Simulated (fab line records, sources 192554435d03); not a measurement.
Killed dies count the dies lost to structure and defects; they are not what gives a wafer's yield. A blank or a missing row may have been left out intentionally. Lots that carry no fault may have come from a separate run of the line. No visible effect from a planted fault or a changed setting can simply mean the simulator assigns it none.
Matching of chambers | flow n5 finfet | 4 sister chambers for N5_BEOL_M5_ETCH_62 on rie diel-05
The step etches SOC in N2/H2, target depth 75 nm, overetch 15 nm, time 112.5 s. 8 wafers are shown with their chamber, then 7 later ones without.

== EACH WAFER AND ITS CHAMBER ==
wafer  | chamber | showerhead plenum p Torr (Torr) | throttle valve pct (%)
L281.4 | 2       | 2.62                            | 17.99
L283.1 | 3       | 2.65                            | 18.13
L283.4 | 2       | 2.61                            | 18.02
L286.1 | 0       | 2.44                            | 17.95
L286.3 | 1       | 2.61                            | 17.37
L291.1 | 3       | 2.64                            | 18.14
L291.4 | 0       | 2.44                            | 17.98
L291.5 | 1       | 2.61                            | 17.40

== WAFERS WITHOUT THEIR CHAMBER ==
wafer  | showerhead plenum p Torr (Torr) | throttle valve pct (%)
L296.1 | 2.61                            | 17.35
L301.1 | 2.60                            | 18.07
L301.3 | 2.60                            | 17.43
L301.4 | 2.43                            | 18.01
L302.2 | 2.63                            | 18.17
L302.4 | 2.59                            | 18.08
L302.6 | 2.59                            | 18.07

== WHICH CHAMBER EACH WENT THROUGH ==
wafer  | from the rows above | in truth
L296.1 | 1                   | 1
L301.1 | 2                   | 2
L301.3 | 1                   | 1
L301.4 | 0                   | 0
L302.2 | 3                   | 3
L302.4 | 2                   | 2
L302.6 | 2                   | 2
7 of 7 placed correctly. From these rows, 0 cannot be placed. 0 placed wrongly.
How it was worked out, from the rows above alone: a wafer's distance from a chamber is the root of the sum, over the readings, of the square of ((its reading less the chamber's mean) divided by the reading's scatter). The wafer belongs to the nearest chamber; if the next one is less than 2 further off, it can't be placed. A chamber's mean is the mean of its shown wafers. The scatter is the square root of a quotient: the sum, over the shown wafers, of each reading's squared deviation from its chamber's mean, divided by wafers minus chambers.
